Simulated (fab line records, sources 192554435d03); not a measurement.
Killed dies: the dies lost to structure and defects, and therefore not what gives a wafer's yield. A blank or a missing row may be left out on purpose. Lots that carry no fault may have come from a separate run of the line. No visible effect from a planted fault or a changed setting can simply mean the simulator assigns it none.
Matching of chambers + flow n5-finfet + N5_BEOL_M4_STRIP_36 on rie-diel-04 has 4 sister chambers
The step strips in N2/H2. 7 wafers are shown with their chamber, then 7 later ones without.

## EACH WAFER AND ITS CHAMBER
| wafer  | chamber | showerhead-plenum-p-Torr (Torr) | throttle-valve-pct (%) |
|--------|---------|---------------------------------|------------------------|
| L077.4 | 1       | 2.42                            | 23.0                   |
| L077.6 | 3       | 2.48                            | 22.9                   |
| L078.6 | 3       | 2.48                            | 22.9                   |
| L084.2 | 1       | 2.42                            | 23.0                   |
| L084.4 | 2       | 2.64                            | 23.9                   |
| L089.1 | 2       | 2.63                            | 24.0                   |
| L089.5 | 0       | 2.71                            | 23.6                   |

## WAFERS WHOSE CHAMBER IS MISSING
| wafer  | showerhead-plenum-p-Torr (Torr) | throttle-valve-pct (%) |
|--------|---------------------------------|------------------------|
| L089.6 | 2.46                            | 23.0                   |
| L096.1 | 2.45                            | 23.0                   |
| L096.4 | 2.40                            | 23.1                   |
| L096.5 | 2.45                            | 23.0                   |
| L097.1 | 2.62                            | 24.0                   |
| L097.5 | 2.70                            | 23.6                   |
| L097.6 | 2.45                            | 23.0                   |

## WHICH CHAMBER EACH ONE RAN IN
| wafer  | from the rows above     | in truth |
|--------|-------------------------|----------|
| L089.6 | 3                       | 3        |
| L096.1 | can't be placed: 1 or 3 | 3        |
| L096.4 | 1                       | 1        |
| L096.5 | can't be placed: 1 or 3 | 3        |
| L097.1 | 2                       | 2        |
| L097.5 | 0                       | 0        |
| L097.6 | can't be placed: 1 or 3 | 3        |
4 of 7 placed correctly. Cannot be placed on the basis of these rows: 3; the candidates contain the true chamber in 3. 0 placed wrongly.
How it was worked out, from the rows above alone: a wafer's distance from a chamber is the root of the sum, over the readings, of the square of ((its reading less the chamber's mean) divided by the reading's scatter). If the next closest chamber is less than 2 further off than the closest, the wafer can't be placed; otherwise it belongs to the closest. A chamber's mean is the mean of its shown wafers. The scatter: take each reading less its chamber's mean, square it, sum over the shown wafers, divide by the number of wafers less the number of chambers, and take the root.
